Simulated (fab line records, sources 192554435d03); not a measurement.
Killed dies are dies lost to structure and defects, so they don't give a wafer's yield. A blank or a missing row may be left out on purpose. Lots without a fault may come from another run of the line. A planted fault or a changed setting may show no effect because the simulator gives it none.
Chamber matching | flow n5_finfet | N5_BEOL_M0_SAQP_SPACER2_ETCHBACK_27 on rie_diel-01: 4 sister chambers
The step etches SiO2 in CHF3/O2, target depth 22.5 nm, time 11.25 s. 8 wafers are shown with their chamber, then 11 later ones without.

WAFERS WITH THEIR CHAMBER
wafer  | chamber | drypump_motor_current_A (A) | showerhead_plenum_p_Torr (Torr)
L080.1 | 1       | 6.5                         | 2.38
L080.5 | 3       | 5.9                         | 2.52
L089.4 | 1       | 6.4                         | 2.37
L089.6 | 2       | 5.6                         | 2.40
L090.2 | 0       | 5.3                         | 2.43
L090.4 | 2       | 5.6                         | 2.40
L090.6 | 3       | 5.9                         | 2.51
L091.1 | 0       | 5.4                         | 2.43

WAFERS WITHOUT THEIR CHAMBER
wafer  | drypump_motor_current_A (A) | showerhead_plenum_p_Torr (Torr)
L091.3 | 6.5                         | 2.37
L091.6 | 6.4                         | 2.37
L092.2 | 5.6                         | 2.40
L092.4 | 5.4                         | 2.43
L092.6 | 6.5                         | 2.37
L096.1 | 5.9                         | 2.51
L096.2 | 5.6                         | 2.40
L096.3 | 6.4                         | 2.36
L097.2 | 5.4                         | 2.43
L097.4 | 6.5                         | 2.36
L097.6 | 6.4                         | 2.36

WHICH CHAMBER EACH WENT THROUGH
wafer  | from the rows above | in truth
L091.3 | 1                   | 1
L091.6 | 1                   | 1
L092.2 | 2                   | 2
L092.4 | 0                   | 0
L092.6 | 1                   | 1
L096.1 | 3                   | 3
L096.2 | 2                   | 2
L096.3 | 1                   | 1
L097.2 | 0                   | 0
L097.4 | 1                   | 1
L097.6 | 1                   | 1
Placed correctly: 11 of 11. Can't be placed from these rows: 0. Placed wrongly: 0.
How it was worked out, from the rows above alone: a wafer's distance from a chamber is the root of the sum, over the readings, of the square of ((its reading less the chamber's mean) divided by the reading's scatter). The wafer belongs to the nearest chamber; if the next one is less than 2 further off, it can't be placed. A chamber's mean is the mean of its shown wafers. The scatter: the root of (the sum of the squares of (reading less its chamber's mean) over the shown wafers, divided by (wafers less chambers)).
